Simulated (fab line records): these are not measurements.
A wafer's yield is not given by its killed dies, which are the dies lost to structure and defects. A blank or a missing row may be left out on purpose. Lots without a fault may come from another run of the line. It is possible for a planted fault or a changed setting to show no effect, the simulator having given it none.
Which tool did it? :: flow n5_finfet :: Sampling: 24 lots, 72 wafers, 3 of 1938 route steps

== WHAT THE GAUGES READ, wafer by wafer ==
N5_BEOL_M0_RS_MEAS_126: measures by four-point-probe. Usual: M0_RS 0.532 ohm/sq, standard deviation 0.018.
lot: L074
measured: day 6 06:42
on: film_metro-02
M0_RS (ohm/sq): 0.562 0.528 0.530
flag: 

lot: L075
measured: day 6 12:02
on: film_metro-01
M0_RS (ohm/sq): 0.519 0.510 0.516
flag: 

lot: L076
measured: day 6 14:16
on: film_metro-01
M0_RS (ohm/sq): 0.536 0.542 0.537
flag: 

lot: L077
measured: day 6 18:44
on: film_metro-01
M0_RS (ohm/sq): 0.564 0.568 0.568
flag: 

lot: L078
measured: day 6 20:22
on: film_metro-02
M0_RS (ohm/sq): 0.502 0.502 0.499
flag: 

lot: L079
measured: day 7 08:05
on: film_metro-01
M0_RS (ohm/sq): 0.549 0.553 0.526
flag: 

lot: L080
measured: day 7 10:40
on: film_metro-02
M0_RS (ohm/sq): 0.519 0.520 0.542
flag: 

lot: L081
measured: day 7 20:24
on: film_metro-02
M0_RS (ohm/sq): 0.539 0.537 0.524
flag: 

lot: L082
measured: day 7 22:32
on: film_metro-02
M0_RS (ohm/sq): 0.542 0.526 0.541
flag: 

lot: L083
measured: day 8 05:16
on: film_metro-02
M0_RS (ohm/sq): 0.533 0.543 0.513
flag: 

lot: L084
measured: day 8 10:46
on: film_metro-01
M0_RS (ohm/sq): 0.537 0.558 0.539
flag: 

lot: L085
measured: day 8 20:59
on: film_metro-01
M0_RS (ohm/sq): 0.542 0.528 0.517
flag: 

lot: L086
measured: day 8 23:30
on: film_metro-02
M0_RS (ohm/sq): 0.565 0.541 0.517
flag: 

lot: L087
measured: day 9 05:31
on: film_metro-02
M0_RS (ohm/sq): 0.513 0.508 0.514
flag: 

lot: L088
measured: day 9 13:10
on: film_metro-01
M0_RS (ohm/sq): 0.502 0.500 0.508
flag: 

lot: L090
measured: day 9 22:53
on: film_metro-02
M0_RS (ohm/sq): 0.526 0.536 0.518
flag: 

lot: L089
measured: day 9 23:04
on: film_metro-01
M0_RS (ohm/sq): 0.547 0.526 0.521
flag: 

lot: L091
measured: day 10 05:25
on: film_metro-02
M0_RS (ohm/sq): 0.555 0.553 0.547
flag: 

lot: L092
measured: day 10 11:14
on: film_metro-01
M0_RS (ohm/sq): 0.564 0.558 0.527
flag: 

lot: L093
measured: day 10 16:50
on: film_metro-02
M0_RS (ohm/sq): 0.569 0.561 0.524
flag: 

lot: L094
measured: day 11 00:46
on: film_metro-01
M0_RS (ohm/sq): 0.552 0.539 0.532
flag: 

lot: L095
measured: day 11 06:01
on: film_metro-02
M0_RS (ohm/sq): 0.525 0.546 0.531
flag: 

lot: L096
measured: day 11 08:58
on: film_metro-02
M0_RS (ohm/sq): 0.522 0.498 0.503
flag: 

lot: L097
measured: day 11 14:17
on: film_metro-02
M0_RS (ohm/sq): 0.537 0.517 0.525
flag: 

N5_BEOL_M1_OVL_MEAS_12. Usual: M1_OVL -0.4 nm, standard deviation 0.6.
lot: L074
measured: day 6 08:38
on: overlay-02
M1_OVL (nm): -0.6 0.0 -1.3
flag: 

lot: L075
measured: day 6 13:58
on: overlay-01
M1_OVL (nm): -0.7 -0.4 -0.9
flag: 

lot: L076
measured: day 6 15:25
on: overlay-01
M1_OVL (nm): -0.5 0.3 -1.0
flag: 

lot: L077
measured: day 6 21:04
on: overlay-01
M1_OVL (nm): -1.2 -1.0 -1.2
flag: 

lot: L078
measured: day 6 21:57
on: overlay-01
M1_OVL (nm): 0.9 0.2 0.4
flag: 

lot: L079
measured: day 7 09:12
on: overlay-02
M1_OVL (nm): 0.9 -0.1 0.5
flag: 

lot: L080
measured: day 7 12:30
on: overlay-01
M1_OVL (nm): -0.8 -0.9 -1.1
flag: 

lot: L081
measured: day 7 21:53
on: overlay-02
M1_OVL (nm): -0.5 -0.5 -0.8
flag: 

lot: L082
measured: day 8 00:49
on: overlay-01
M1_OVL (nm): -1.0 -0.7 -0.9
flag: 

lot: L083
measured: day 8 07:24
on: overlay-01
M1_OVL (nm): -0.2 -0.3 0.2
flag: 

lot: L084
measured: day 8 11:56
on: overlay-01
M1_OVL (nm): 0.0 0.0 -0.4
flag: 

lot: L085
measured: day 8 22:21
on: overlay-01
M1_OVL (nm): -0.3 -0.4 -0.1
flag: 

lot: L086
measured: day 9 02:59
on: overlay-02
M1_OVL (nm): -0.4 -0.1 -0.5
flag: 

lot: L087
measured: day 9 06:31
on: overlay-02
M1_OVL (nm): -0.9 -0.7 -1.2
flag: 

lot: L088
measured: day 9 14:23
on: overlay-02
M1_OVL (nm): 0.2 0.1 -1.2
flag: 

lot: L090
measured: day 10 00:30
on: overlay-01
M1_OVL (nm): -0.2 -0.4 -0.3
flag: 

lot: L089
measured: day 10 00:40
on: overlay-01
M1_OVL (nm): -1.4 -0.1 -0.6
flag: 

lot: L091
measured: day 10 06:46
on: overlay-01
M1_OVL (nm): -0.6 -0.4 0.4
flag: 

lot: L092
measured: day 10 12:45
on: overlay-01
M1_OVL (nm): -0.2 0.0 -1.0
flag: 

lot: L093
measured: day 10 19:12
on: overlay-01
M1_OVL (nm): 1.0 0.3 0.5
flag: 

lot: L094
measured: day 11 01:47
on: overlay-01
M1_OVL (nm): -0.1 0.0 0.2
flag: 

lot: L095
measured: day 11 07:17
on: overlay-02
M1_OVL (nm): -0.8 -0.6 -0.3
flag: 

lot: L096
measured: day 11 09:49
on: overlay-02
M1_OVL (nm): -0.4 0.8 0.5
flag: 

lot: L097
measured: day 11 16:23
on: overlay-02
M1_OVL (nm): -0.8 -0.7 -0.7
flag: 

== EACH LOT AND THE TOOL THAT RAN IT (in order: tool; ch and the chambers of the sampled wafers; start) ==
lot: L074
N5_BEOL_M0_DEP_125: pecvd-03 ch 0,1,2, day 6 06:38

lot: L075
N5_BEOL_M0_DEP_125: pecvd-04 ch 0,1,2, day 6 11:59

lot: L076
N5_BEOL_M0_DEP_125: pecvd-02 ch 0,1, day 6 14:12

lot: L077
N5_BEOL_M0_DEP_125: pecvd-03 ch 0,1, day 6 18:40

lot: L078
N5_BEOL_M0_DEP_125: pecvd-02 ch 0,1,2, day 6 20:18

lot: L079
N5_BEOL_M0_DEP_125: pecvd-02 ch 0,1,2, day 7 08:02

lot: L080
N5_BEOL_M0_DEP_125: pecvd-02 ch 0,2, day 7 10:36

lot: L081
N5_BEOL_M0_DEP_125: pecvd-04 ch 1,2, day 7 20:20

lot: L082
N5_BEOL_M0_DEP_125: pecvd-02 ch 0,1,2, day 7 22:28

lot: L083
N5_BEOL_M0_DEP_125: pecvd-04 ch 0,1, day 8 05:11

lot: L084
N5_BEOL_M0_DEP_125: pecvd-03 ch 1,2, day 8 10:42

lot: L085
N5_BEOL_M0_DEP_125: pecvd-04 ch 0,2, day 8 20:55

lot: L086
N5_BEOL_M0_DEP_125: pecvd-03 ch 0,2, day 8 23:26

lot: L087
N5_BEOL_M0_DEP_125: pecvd-03 ch 0,1,2, day 9 05:27

lot: L088
N5_BEOL_M0_DEP_125: pecvd-03 ch 0,1, day 9 13:06

lot: L090
N5_BEOL_M0_DEP_125: pecvd-03 ch 0,1, day 9 22:49

lot: L089
N5_BEOL_M0_DEP_125: pecvd-04 ch 0,1, day 9 23:01

lot: L091
N5_BEOL_M0_DEP_125: pecvd-02 ch 0,1,2, day 10 05:20

lot: L092
N5_BEOL_M0_DEP_125: pecvd-03 ch 1,2, day 10 11:09

lot: L093
N5_BEOL_M0_DEP_125: pecvd-02 ch 0,1, day 10 16:46

lot: L094
N5_BEOL_M0_DEP_125: pecvd-03 ch 0,2, day 11 00:43

lot: L095
N5_BEOL_M0_DEP_125: pecvd-04 ch 1,2, day 11 05:56

lot: L096
N5_BEOL_M0_DEP_125: pecvd-04 ch 0,2, day 11 08:53

lot: L097
N5_BEOL_M0_DEP_125: pecvd-04 ch 0,1, day 11 14:13
- N5_BEOL_M0_DEP_125: deposits SiCN from 3MS/NH3, target thk 8 nm, time 14 s.

== WHAT THE TOOLS THEMSELVES READ (means of the sampled wafers that have a number; where no wafer has one, the mark that the record gives instead) ==
N5_BEOL_M0_DEP_125. Usual: showerhead_plenum_p_Torr 3.671 Torr, standard deviation 0.016; throttle_valve_pct 8.9 %, standard deviation 0.34.
lot: L074
tool: pecvd-03
showerhead_plenum_p_Torr (Torr): 3.688
throttle_valve_pct (%): 8.6
flag: 

lot: L075
tool: pecvd-04
showerhead_plenum_p_Torr (Torr): 3.671
throttle_valve_pct (%): 9.2
flag: 

lot: L076
tool: pecvd-02
showerhead_plenum_p_Torr (Torr): 3.647
throttle_valve_pct (%): 9.0
flag: 

lot: L077
tool: pecvd-03
showerhead_plenum_p_Torr (Torr): 3.678
throttle_valve_pct (%): 8.5
flag: 

lot: L078
tool: pecvd-02
showerhead_plenum_p_Torr (Torr): 3.653
throttle_valve_pct (%): 9.0
flag: 

lot: L079
tool: pecvd-02
showerhead_plenum_p_Torr (Torr): 3.649
throttle_valve_pct (%): 8.9
flag: 

lot: L080
tool: pecvd-02
showerhead_plenum_p_Torr (Torr): 3.655
throttle_valve_pct (%): 9.0
flag: 

lot: L081
tool: pecvd-04
showerhead_plenum_p_Torr (Torr): 3.674
throttle_valve_pct (%): 9.1
flag: 

lot: L082
tool: pecvd-02
showerhead_plenum_p_Torr (Torr): 3.647
throttle_valve_pct (%): 9.0
flag: 

lot: L083
tool: pecvd-04
showerhead_plenum_p_Torr (Torr): 3.682
throttle_valve_pct (%): 9.3
flag: 

lot: L084
tool: pecvd-03
showerhead_plenum_p_Torr (Torr): 3.680
throttle_valve_pct (%): 8.9
flag: 

lot: L085
tool: pecvd-04
showerhead_plenum_p_Torr (Torr): 3.670
throttle_valve_pct (%): 8.9
flag: 

lot: L086
tool: pecvd-03
showerhead_plenum_p_Torr (Torr): 3.690
throttle_valve_pct (%): 8.6
flag: 

lot: L087
tool: pecvd-03
showerhead_plenum_p_Torr (Torr): 3.686
throttle_valve_pct (%): 8.6
flag: 

lot: L088
tool: pecvd-03
showerhead_plenum_p_Torr (Torr): 3.677
throttle_valve_pct (%): 8.9
flag: 

lot: L090
tool: pecvd-03
showerhead_plenum_p_Torr (Torr): 3.680
throttle_valve_pct (%): 8.7
flag: 

lot: L089
tool: pecvd-04
showerhead_plenum_p_Torr (Torr): 3.680
throttle_valve_pct (%): 9.3
flag: 

lot: L091
tool: pecvd-02
showerhead_plenum_p_Torr (Torr): 3.652
throttle_valve_pct (%): 8.9
flag: 

lot: L092
tool: pecvd-03
showerhead_plenum_p_Torr (Torr): 3.681
throttle_valve_pct (%): 8.8
flag: 

lot: L093
tool: pecvd-02
showerhead_plenum_p_Torr (Torr): 3.645
throttle_valve_pct (%): 8.8
flag: 

lot: L094
tool: pecvd-03
showerhead_plenum_p_Torr (Torr): 3.687
throttle_valve_pct (%): 8.8
flag: 

lot: L095
tool: pecvd-04
showerhead_plenum_p_Torr (Torr): 3.681
throttle_valve_pct (%): 9.4
flag: 

lot: L096
tool: pecvd-04
showerhead_plenum_p_Torr (Torr): 3.665
throttle_valve_pct (%): 9.0
flag: 

lot: L097
tool: pecvd-04
showerhead_plenum_p_Torr (Torr): 3.672
throttle_valve_pct (%): 9.0
flag: 

== THE ANSWER, worked out from the rows above alone ==
Rule: take the mean of a lot's wafers that have a number; if it is more than 3 standard deviations from the usual mean, the lot is off. A lot without any number at a reading at which 4 lots or more have one is off too. The other lots that the step has rows for count as sound. After the gauges, taken in route order, come the tools' own readings; for these a lot's mean is taken, as printed above. At the first step where some lot is off, the reading lying furthest off is the one used; lots without a number count as furthest.
None of the lots is off at any reading shown; this tells nothing.

== WHAT THE SIMULATOR PUT IN ==
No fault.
